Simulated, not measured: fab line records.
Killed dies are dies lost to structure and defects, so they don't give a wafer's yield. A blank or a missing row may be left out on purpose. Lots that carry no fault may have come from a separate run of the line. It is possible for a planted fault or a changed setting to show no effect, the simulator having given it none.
fab line records	flow n5_finfet
record: lots: 6	wafers: 18	last_day: 17
route steps=1938 shown HKMG_FIN@454 GATE_CUT@465 BEOL_M4@1111 PASSIVATION@1936
lots with no fault: from the same line, run without faults
start_h: the number of hours between the record's first day and the start of the first shown wafer of the lot	wait_h: how many hours have passed since the lot's step before this one	" same as the row above	L1.1+2: several wafers, shown together as one row	- value missing, or start not given	* or withheld: withheld	< > ~ a bound
route shown NAME@n: names a module that has steps shown in the file, with the first one's number in the route	usual: average and standard deviation across the fault-free wafers	same: alike in all rows	chamber/n: place in a boat	sites: each site's reading	_std_site: how widely they spread, as a standard deviation	_edge_site: inner sites' mean taken away from outer sites' mean	radius_mm: how far each site lies from the wafer's centre	mask NAME#n: copy n	behind: the last tool/chamber to shape the wafer	hold: reason for holding the lot/hours on hold/outcome of the hold	device: whichever transistor did not switch (one of n, p or np)	end of line: tests run on the same wafers once the route is complete	for a step that has no rows: nothing shown but its recipe	killed: dies lost to structure and defects at the first sort, not the wafer's yield	map: a wafer's dies, marking killed ones x, the rest . and places with no die _
set.NAME: the setting that was run; set.NAME@STEP: the one run at that earlier step	model.NAME: the simulator's own value behind a step, which no gauge read
lots seen at some steps along the route; tables by step, rows by wafer
services: from which hour (start_h, from the record's first day; less than 0 if before it) a tool's chamber was out of use, for how many hours, and why
== steps ==
step: N5_HKMG_FIN_ETCHBACK_68
recipe: chemistry: Cl2/Ar	stop_on: HfO2	target_depth_a: 5	pressure_mtorr: 10	icp_w: 600	bias_w: 60	Cl2_flow_sccm: 40	Ar_flow_sccm: 60
usual: chamber_pressure_mTorr: 9.999/0.0091	drypump_motor_current_A: 6.0/0.55	oes_product_au: 0.74/0.088	throttle_valve_pct: 20.78/0.26
lot.wafer	tool	chamber	start_h	wait_h	chamber_pressure_mTorr	drypump_motor_current_A	oes_product_au	rf_hours_counter_h	throttle_valve_pct
L640.2	rie_metal-03	0	90.91	0.0	9.989	6.2	0.69	70	20.65
L640.3	"	0	"	"	10.026	6.2	0.69	-	20.67
L640.5	"	0	"	"	10.005	6.1	0.69	-	20.67
L644.1	rie_metal-02	0	116.05	0.0	9.982	5.1	0.68	83	20.86
L644.5	"	1	"	"	10.001	6.7	0.85	-	20.66
L644.6	"	0	"	"	10.000	5.1	0.67	-	20.87
L646.1	rie_metal-03	1	125.55	0.0	10.001	6.1	0.79	44	20.79
L646.3	"	1	"	"	9.988	6.1	0.78	-	20.80
L646.6	"	1	"	"	10.006	6.1	0.79	-	20.81
L652.2	rie_metal-03	0	164.27	0.0	9.996	6.2	0.68	77	20.69
L652.5	"	1	"	"	10.004	6.1	0.75	-	20.82
L652.6	"	0	"	"	9.997	6.2	0.67	-	20.70
L656.2	rie_metal-01	0	192.77	0.0	9.987	5.4	0.87	15	20.32
L656.3	"	0	"	"	9.998	5.4	0.87	-	20.31
L656.6	"	0	"	"	10.008	5.4	0.88	-	20.32
L660.2	rie_metal-03	0	212.77	0.0	10.026	6.2	0.67	81	20.67
L660.3	"	1	"	"	9.995	6.1	0.76	-	20.80
L660.6	"	1	"	"	10.002	6.1	0.77	-	20.82
step: N5_HKMG_FIN_STRIP_69
recipe: chemistry: N2/H2	power_w: 2500	temp_c: 300	h2_frac: 0.65	time_s: 360	pressure_mtorr: withheld	n2_flow_sccm: 1750	h2_flow_sccm: 3250
usual: drypump_motor_current_A: 5.8/0.55	heater_power_w: 491/30	temp_c: 299.98/0.2
same: time_s: 360
lot.wafer	tool	chamber	start_h	wait_h	drypump_motor_current_A	heater_power_w	rf_hours_counter_h	temp_c
L640.2	plasma_asher-02	0	91.05	0.1	6.5	450	96	300.31
L640.3	"	0	"	"	6.5	455	-	300.13
L640.5	"	0	"	"	6.5	459	-	299.90
L644.1	plasma_asher-01	1	116.19	0.1	5.3	512	44	300.06
L644.5	"	0	"	"	6.1	521	-	299.97
L644.6	"	1	"	"	5.3	522	-	299.84
L646.1	plasma_asher-02	0	125.69	0.1	6.5	452	100	299.94
L646.3	"	1	"	"	5.2	481	-	299.96
L646.6	"	1	"	"	5.2	469	-	300.01
L652.2	plasma_asher-01	1	164.41	0.1	5.3	519	55	300.03
L652.5	"	0	"	"	6.2	503	-	299.90
L652.6	"	1	"	"	5.3	523	-	300.50
L656.2	plasma_asher-02	0	192.91	0.1	6.6	461	112	300.12
L656.3	"	1	"	"	5.2	475	-	300.22
L656.6	"	0	"	"	6.6	440	-	299.73
L660.2	plasma_asher-02	0	212.95	0.1	6.5	451	117	299.58
L660.3	"	0	"	"	6.5	452	-	299.62
L660.6	"	0	"	"	6.5	459	-	299.67
step: N5_HKMG_FIN_ALD_21
recipe: material: TiN	target_thk_a: 15	temp_c: 400	ald_precursor_family: TiCl4	ald_co_reactant: NH3	pulse_time_s: 1	purge_time_s: 3	co_reactant_purge_time_s: 2	co_reactant_pulse_time_s: 2	ald_cycles: 68	pressure_torr: 3
usual: heater_power_w: 867/92	precursor_pulse_height_rel: 1.001/0.021	susceptor_temp_C: 400.02/0.23
lot.wafer	tool	chamber	start_h	wait_h	heater_power_w	precursor_pulse_height_rel	since_wet_clean_h	susceptor_temp_C
L640.2	ald_metal-03	0	91.43	0.3	973	1.021	4370	400.39
L640.3	"	3	"	"	756	1.012	4370	399.82
L640.5	"	2	"	"	942	0.994	-	400.42
L644.1	ald_metal-02	1	116.57	0.3	788	0.984	5933	399.78
L644.5	"	1	"	"	796	1.000	-	399.68
L644.6	"	3	"	"	904	1.020	-	399.75
L646.1	ald_metal-02	3	126.07	0.3	887	0.994	5943	399.94
L646.3	"	0	"	"	898	1.000	5943	400.21
L646.6	"	1	"	"	789	0.996	-	400.31
L652.2	ald_metal-03	2	164.79	0.3	919	0.998	4443	399.61
L652.5	"	0	"	"	940	0.974	-	399.94
L652.6	"	3	"	"	755	0.987	-	400.29
L656.2	ald_metal-02	1	193.29	0.3	763	0.999	6010	400.20
L656.3	"	0	"	"	907	1.016	6010	400.01
L656.6	"	2	"	"	771	1.017	-	400.02
L660.2	ald_metal-04	3	213.33	0.3	758	0.995	1415	399.95
L660.3	"	0	"	"	854	0.998	1415	400.16
L660.6	"	1	"	"	949	0.997	-	399.75
step: N5_HKMG_FIN_ALD_72
recipe: material: W	target_thk_a: 20	temp_c: 300	pressure_torr: 7.5	ald_precursor_family: WF6	ald_co_reactant: B2H6	pulse_time_s: 1	purge_time_s: 2	co_reactant_purge_time_s: 2	co_reactant_pulse_time_s: 3	ald_cycles: 7
usual: heater_power_w: 478/16	precursor_pulse_height_rel: 1.003/0.021	susceptor_temp_C: 300.02/0.2
lot.wafer	tool	chamber	start_h	wait_h	heater_power_w	precursor_pulse_height_rel	since_wet_clean_h	susceptor_temp_C
L640.2	cvd_w-01	0	91.80	0.2	475	0.979	774	300.31
L640.3	"	0	"	"	464	0.980	-	300.15
L640.5	"	0	"	"	468	1.023	-	300.31
L644.1	cvd_w-02	1	116.93	0.2	483	1.031	285	300.01
L644.5	"	1	"	"	500	1.007	-	300.20
L644.6	"	0	"	"	453	0.979	-	300.23
L646.1	cvd_w-01	0	126.43	0.2	459	0.991	808	299.85
L646.3	"	1	"	"	483	1.014	-	300.15
L646.6	"	1	"	"	494	1.019	-	300.36
L652.2	cvd_w-02	0	165.15	0.2	471	1.030	333	299.39
L652.5	"	1	"	"	481	0.964	-	299.71
L652.6	"	0	"	"	454	1.041	-	299.93
L656.2	cvd_w-01	0	193.65	0.2	475	1.009	876	300.04
L656.3	"	1	"	"	502	0.994	-	300.27
L656.6	"	1	"	"	496	0.975	-	300.06
L660.2	cvd_w-02	0	213.69	0.2	457	1.006	382	300.28
L660.3	"	1	"	"	493	1.020	-	300.24
L660.6	"	1	"	"	497	0.988	-	300.29
step: N5_HKMG_FIN_W_FILL_22
recipe: material: W	target_thk_a: 600	temp_c: 400	pressure_torr: 39.4	time_s: 18.2
step: N5_HKMG_FIN_PRECLEAN_83
recipe: chemistry: DIW	time_s: 57.5	temp_c: 23
step: N5_HKMG_FIN_SRD_84
recipe: dry_time_s: 32	dry: n2_spin	spin_rpm: 1500
step: N5_HKMG_FIN_CMP_23
recipe: stop_on: SiNx	t_overpolish_s: 10	post_cmp_clean: rinse_only	down_force_psi: 4	platen_rpm: 50.289	pad_velocity_m_s: 1.0006	target_thk_nm: 46.326
step: N5_HKMG_FIN_CMP_94
recipe: stop_on: SiNx	post_cmp_clean: w_dilute_nh4oh	t_overpolish_s: 4.7	down_force_psi: 4	platen_rpm: 50.289	pad_velocity_m_s: 1.0006	target_thk_nm: 43.299
step: N5_HKMG_FIN_INSPECT_28
recipe: inspect_instrument: darkfield	mode: post_cmp
usual: raw_defect_count: 40/17
lot.wafer	tool	chamber	start_h	wait_h	raw_defect_count
L640.2	defect_inspect-02	-	92.77	0.0	36
L640.3	"	-	"	"	29
L640.5	"	-	"	"	33
L644.1	defect_inspect-01	-	117.81	0.0	79
L644.5	"	-	"	"	104
L644.6	"	-	"	"	96
L646.1	defect_inspect-02	-	127.32	0.0	32
L646.3	"	-	"	"	32
L646.6	"	-	"	"	23
L652.2	defect_inspect-02	-	166.04	0.0	46
L652.5	"	-	"	"	31
L652.6	"	-	"	"	31
L656.2	defect_inspect-01	-	194.54	0.0	21
L656.3	"	-	"	"	28
L656.6	"	-	"	"	41
L660.2	defect_inspect-01	-	214.58	0.0	51
L660.3	"	-	"	"	49
L660.6	"	-	"	"	54
step: N5_GATE_CUT_ETCHBACK_00
recipe: chemistry: SF6/Cl2	target: W	pressure_mtorr: 8	icp_w: 900	bias_w: 80	SF6_flow_sccm: 40	Cl2_flow_sccm: 60
usual: chamber_pressure_mTorr: 8.000/0.0075	drypump_motor_current_A: 6.0/0.49	oes_product_au: 0.76/0.093	throttle_valve_pct: 27.5/0.36
lot.wafer	tool	chamber	start_h	wait_h	chamber_pressure_mTorr	drypump_motor_current_A	oes_product_au	rf_hours_counter_h	throttle_valve_pct
L640.2	rie_metal-03	1	92.80	0.0	7.999	6.1	0.81	41	27.5
L640.3	"	1	"	"	7.990	6.1	0.82	-	27.5
L640.5	"	1	"	"	7.991	6.1	0.81	-	27.5
L644.1	rie_metal-03	0	117.85	0.0	8.003	6.1	0.70	73	27.3
L644.5	"	1	"	"	7.995	6.1	0.79	-	27.5
L644.6	"	0	"	"	8.009	6.1	0.69	-	27.3
L646.1	rie_metal-03	0	127.35	0.0	7.995	6.1	0.70	74	27.3
L646.3	"	0	"	"	7.995	6.2	0.70	-	27.3
L646.6	"	0	"	"	8.001	6.2	0.70	-	27.3
L652.2	rie_metal-01	0	166.14	0.1	8.007	5.4	0.88	12	27.0
L652.5	"	0	"	"	8.003	5.4	0.89	-	27.0
L652.6	"	1	"	"	8.002	6.3	0.63	-	28.2
L656.2	rie_metal-03	0	194.57	0.0	8.006	6.2	0.69	79	27.3
L656.3	"	0	"	"	8.001	6.2	0.69	-	27.3
L656.6	"	0	"	"	7.998	6.2	0.68	-	27.3
L660.2	rie_metal-01	0	214.61	0.0	7.986	5.4	0.87	17	27.0
L660.3	"	0	"	"	8.002	5.4	0.88	-	27.0
L660.6	"	0	"	"	7.991	5.4	0.87	-	27.0
step: N5_GATE_CUT_ETCH_56
recipe: chemistry: Cl2/Ar	target: TiN	target_depth_a: 216	pressure_mtorr: 10	icp_w: 600	bias_w: 60	Cl2_flow_sccm: 40	Ar_flow_sccm: 60
usual: chamber_pressure_mTorr: 10.002/0.0083	drypump_motor_current_A: 6.0/0.49	mfc_cl2_sccm: 39.99/0.13	oes_product_au: 0.75/0.099	throttle_valve_pct: 20.8/0.36
lot.wafer	tool	chamber	start_h	wait_h	chamber_pressure_mTorr	drypump_motor_current_A	mfc_cl2_sccm	oes_product_au	rf_hours_counter_h	throttle_valve_pct
L640.2	rie_metal-03	1	92.92	0.1	10.011	6.1	39.92	0.82	41	20.7
L640.3	"	1	"	"	9.995	6.1	39.96	0.80	-	20.8
L640.5	"	1	"	"	10.016	6.1	40.07	0.81	-	20.8
L644.1	rie_metal-03	0	117.97	0.1	9.997	6.1	42.93	0.69	73	21.0
L644.5	"	1	"	"	9.985	6.1	40.16	0.80	-	20.7
L644.6	"	0	"	"	10.017	6.2	43.08	0.69	-	21.0
L646.1	rie_metal-03	0	127.47	0.1	10.001	6.2	43.02	0.69	74	21.0
L646.3	"	0	"	"	10.013	6.2	43.12	0.69	-	21.0
L646.6	"	0	"	"	10.021	6.2	42.89	0.69	-	21.0
L652.2	rie_metal-01	0	166.26	0.1	9.997	5.4	39.68	0.89	12	20.3
L652.5	"	0	"	"	10.001	5.4	39.94	0.89	-	20.3
L652.6	"	1	"	"	9.993	6.3	39.95	0.62	-	21.5
L656.2	rie_metal-03	0	194.69	0.1	10.002	6.2	40.09	0.68	80	20.7
L656.3	"	0	"	"	10.010	6.2	39.91	0.67	-	20.7
L656.6	"	0	"	"	9.991	6.2	40.01	0.67	-	20.7
L660.2	rie_metal-01	0	214.73	0.1	9.991	5.4	40.05	0.88	17	20.3
L660.3	"	0	"	"	9.997	5.4	39.93	0.88	-	20.3
L660.6	"	0	"	"	10.013	5.4	40.05	0.88	-	20.3
step: N5_GATE_CUT_ETCHBACK_30
recipe: chemistry: Cl2/Ar	target: TiN	target_depth_a: 30	mode: isotropic	pressure_mtorr: 10	icp_w: 600	bias_w: 60	Cl2_flow_sccm: 40	Ar_flow_sccm: 60
step: N5_BEOL_M4_RC_MEAS_101
usual: DIBL_N: 35.3/1.5	DIBL_P: 35.3/1.9	IOFF_N: 0.145/0.027	IOFF_P: 0.20/0.033	ION_N: 670/12	ION_P: 462/6.8	SS_N: 71.3/0.6	SS_P: 73.1/0.7	VT_N: 251/3.4	VT_P: -251/3.2
lot.wafer	tool	chamber	start_h	wait_h	DIBL_N[mV/V]	DIBL_P[mV/V]	IOFF_N[nA/um]	IOFF_P[nA/um]	ION_N[uA/um]	ION_P[uA/um]	SS_N[mV/dec]	SS_P[mV/dec]	VT_N[mV]	VT_P[mV]
L640.2	prober-02	0	192.18	0.2	36.6	38.9	0.205	0.25	683	465	71.0	74.7	242	-251
L640.3	"	0	"	"	33.8	35.7	0.147	0.20	672	464	71.1	73.2	248	-251
L640.5	"	0	"	"	34.3	36.4	0.151	0.21	670	462	71.2	73.3	248	-252
L646.1	prober-01	0	223.75	0.0	35.1	33.6	0.121	0.18	658	459	71.3	73.9	255	-250
L646.3	"	0	"	"	31.0	29.5	0.074	0.13	652	464	69.1	72.0	261	-254
L646.6	"	0	"	"	34.4	33.2	0.104	0.17	651	460	70.9	72.6	257	-252
L644.1	prober-02	0	231.85	0.0	37.9	39.4	0.212	0.32	700	490	72.3	74.0	246	-241
L644.5	"	0	"	"	37.0	38.4	0.186	0.29	676	479	72.3	73.7	248	-243
L644.6	"	0	"	"	37.1	38.6	0.184	0.29	677	472	72.3	74.4	249	-243
L652.2	prober-01	0	260.03	0.2	33.8	35.2	0.119	0.18	666	464	70.2	72.4	252	-253
L652.5	"	0	"	"	36.4	36.7	0.158	0.21	674	464	72.0	73.4	253	-250
L652.6	"	0	"	"	32.1	32.6	0.091	0.14	654	457	70.6	72.3	258	-255
L656.2	prober-02	0	296.41	0.2	34.7	35.5	0.141	0.20	684	465	71.5	73.5	253	-250
L656.3	"	0	"	"	36.9	38.2	0.172	0.25	688	473	71.8	74.2	250	-248
L656.6	"	0	"	"	34.4	35.3	0.136	0.20	674	465	71.1	74.1	249	-253
L660.2	prober-02	0	307.40	0.2	37.0	36.3	0.146	0.22	663	460	71.1	73.0	252	-250
L660.3	"	0	"	"	37.2	35.3	0.148	0.19	651	447	72.2	73.0	252	-253
L660.6	"	0	"	"	35.5	34.1	0.121	0.17	664	454	70.7	72.6	254	-250
step: N5_PASSIVATION_PROBE_49
usual: defect_limited_yield: 91.2/1.5	killed_at_M0_to_M3: 34/11	killed_at_M4_up: 14/5.4	killed_at_contacts: 12/5.9	killed_at_front_end: 40/12	killed_at_other: 4/3.3	killed_dies: 103/18	killed_open: 68/13	killed_short: 34/7.5	sort_bin_5_function: 5.1/1	sort_bin_6_memory: 3.3/0.7	sort_bin_8_speed: 0.03/0.27	sort_n_pass: 1076/18	sort_yield_pct: 91.2/1.5
same: gross_dies: 1180	killed_at_back_side: 0	sort_bin_4_leakage[%]: 0
lot.wafer	tool	chamber	start_h	wait_h	defect_limited_yield[%]	killed_at_M0_to_M3	killed_at_M4_up	killed_at_contacts	killed_at_front_end	killed_at_other	killed_dies	killed_open	killed_short	sort_bin_5_function[%]	sort_bin_6_memory[%]	sort_bin_8_speed[%]	sort_n_pass	sort_yield_pct[%]
L640.2	prober-02	-	292.25	0.1	89.6	26	16	24	50	7	123	84	36	6.7	3.6	0	1057	89.6
L640.3	prober-02	-	292.30	0.1	91.4	20	7	22	50	2	101	68	29	4.9	3.4	0	1079	91.4
L640.5	prober-02	-	292.40	0.2	91.7	24	13	10	49	2	98	62	36	4.9	3.1	0	1082	91.7
L652.2	prober-02	-	357.55	0.1	91.0	34	18	12	42	0	106	67	39	4.7	4.0	0	1074	91.0
L652.5	prober-02	-	357.70	0.2	90.5	48	17	18	29	0	112	78	34	6.2	3.2	0	1068	90.5
L652.6	prober-02	-	357.75	0.3	91.9	28	20	11	35	1	95	65	27	5.3	2.3	0	1085	91.9
L660.2	prober-01	-	414.49	0.1	88.4	55	9	8	57	8	137	84	52	6.0	5.3	0	1043	88.4
L660.3	prober-01	-	414.54	0.1	90.7	40	11	6	45	8	110	69	41	6.1	2.7	0	1070	90.7
L660.6	prober-01	-	414.69	0.3	89.5	45	15	14	47	3	124	89	34	6.2	3.8	0	1056	89.5
killed by level:class
L640.2 MOL_CONTACT_COAG:geometric_particle:open=18 GATE_CUT:geometric_particle:open=13 GATE_CUT:geometric_particle:short=8 BEOL_M0_SAQP:geometric_particle:open=7 BEOL_M2:geometric_particle:open=7 STI_FIN_REVEAL:geometric_particle:open=6 BEOL_M4:geometric_particle:open=6 BEOL_M5:geometric_particle:open=6
L640.3 MOL_CONTACT_COAG:geometric_particle:open=19 STI_FIN_REVEAL:geometric_particle:open=13 BEOL_M0_SAQP:geometric_particle:short=9 FIN_SAQP:geometric_particle:short=6 DUMMY_GATE:geometric_particle:open=6 GATE_CUT:geometric_particle:open=5 FIN_SAQP:geometric_particle:open=4 GATE_CUT:geometric_particle:short=4
L640.5 STI_FIN_REVEAL:geometric_particle:open=12 MOL_CONTACT_COAG:geometric_particle:open=8 FIN_SAQP:geometric_particle:short=7 GATE_CUT:geometric_particle:open=7 BEOL_M0_SAQP:geometric_particle:short=7 FIN_SAQP:geometric_particle:open=6 BEOL_M2:geometric_particle:open=5 STI_FIN_REVEAL:geometric_particle:short=4
L652.2 STI_FIN_REVEAL:geometric_particle:open=12 MOL_CONTACT_COAG:geometric_particle:open=9 BEOL_M2:geometric_particle:short=7 FIN_SAQP:geometric_particle:open=6 BEOL_M4:geometric_particle:open=6 BEOL_M0_SAQP:geometric_particle:short=5 BEOL_M0_SAQP:geometric_particle:open=5 BEOL_M3:geometric_particle:open=5
L652.5 BEOL_M3:geometric_particle:open=18 MOL_CONTACT_COAG:geometric_particle:open=13 BEOL_M0_SAQP:geometric_particle:open=9 BEOL_M4:geometric_particle:open=9 BEOL_M0_SAQP:geometric_particle:short=6 BEOL_M1:geometric_particle:open=6 MOL_CONTACT_COAG:geometric_particle:short=5 GATE_CUT:geometric_particle:short=4
L652.6 BEOL_M4:geometric_particle:open=11 MOL_CONTACT_COAG:geometric_particle:open=8 BEOL_M3:geometric_particle:open=7 BEOL_M0_SAQP:geometric_particle:open=6 FIN_SAQP:geometric_particle:short=5 GATE_CUT:geometric_particle:short=5 BEOL_M2:geometric_particle:open=5 STARTING-WAFER:geometric_particle:open=5
L660.2 FIN_SAQP:geometric_particle:open=21 FIN_SAQP:geometric_particle:short=15 BEOL_M0_SAQP:geometric_particle:open=10 BEOL_M0_SAQP:geometric_particle:short=9 BEOL_M1:geometric_particle:open=8 BEOL_M3:geometric_particle:short=8 BEOL_M2:geometric_particle:open=6 BEOL_M3:geometric_particle:open=6
L660.3 FIN_SAQP:geometric_particle:open=15 BEOL_M0_SAQP:geometric_particle:open=12 FIN_SAQP:geometric_particle:short=10 BEOL_M0_SAQP:geometric_particle:short=9 STI_FIN_REVEAL:geometric_particle:open=7 BEOL_M4:geometric_particle:open=7 BEOL_M3:geometric_particle:open=6 STI_FIN_REVEAL:geometric_particle:short=5
L660.6 FIN_SAQP:geometric_particle:open=15 MOL_CONTACT_COAG:geometric_particle:open=13 BEOL_M1:geometric_particle:open=10 FIN_SAQP:geometric_particle:short=9 BEOL_M2:geometric_particle:open=8 BEOL_M0_SAQP:geometric_particle:short=7 BEOL_M4:geometric_particle:open=6 STI_FIN_REVEAL:geometric_particle:open=5
== services ==
tool	chamber	start_h	hours	kind
ald_metal-03	2	77.81	3.6	repair
rie_metal-03	1	78.66	2.0	repair
plasma_asher-02	-	100.42	7.9	repair
ald_metal-02	-	105.90	0.6	repair
ald_metal-04	1	108.73	4.2	repair
rie_metal-03	-	165.82	2.8	pm
ald_metal-02	0	179.89	3.9	repair
ald_metal-03	0	194.00	14.1	repair
ald_metal-04	0	198.55	8.2	repair
cvd_w-01	0	202.34	5.8	repair
plasma_asher-02	-	208.16	1.9	repair
== key ==
first_sign: step: N5_GATE_CUT_ETCH_56	reading: mfc_cl2_sccm	direction: up	sigmas: 24	usual: 39.99	struck: 43.01
effect none on later readings
met_at N5_GATE_CUT_ETCH_56
struck_wafers L644.1,L644.6,L646.1,L646.3,L646.6
fault: kind: process_parameter_drift	tool: rie_metal-03	chamber: 0	onset_h: 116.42	steps: N5_GATE_CUT_ETCH_56	channel: Cl2_flow_sccm	offset: 3.0245	shape: step	end_h: 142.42	acts_in: these_recipes_only	stated: 40
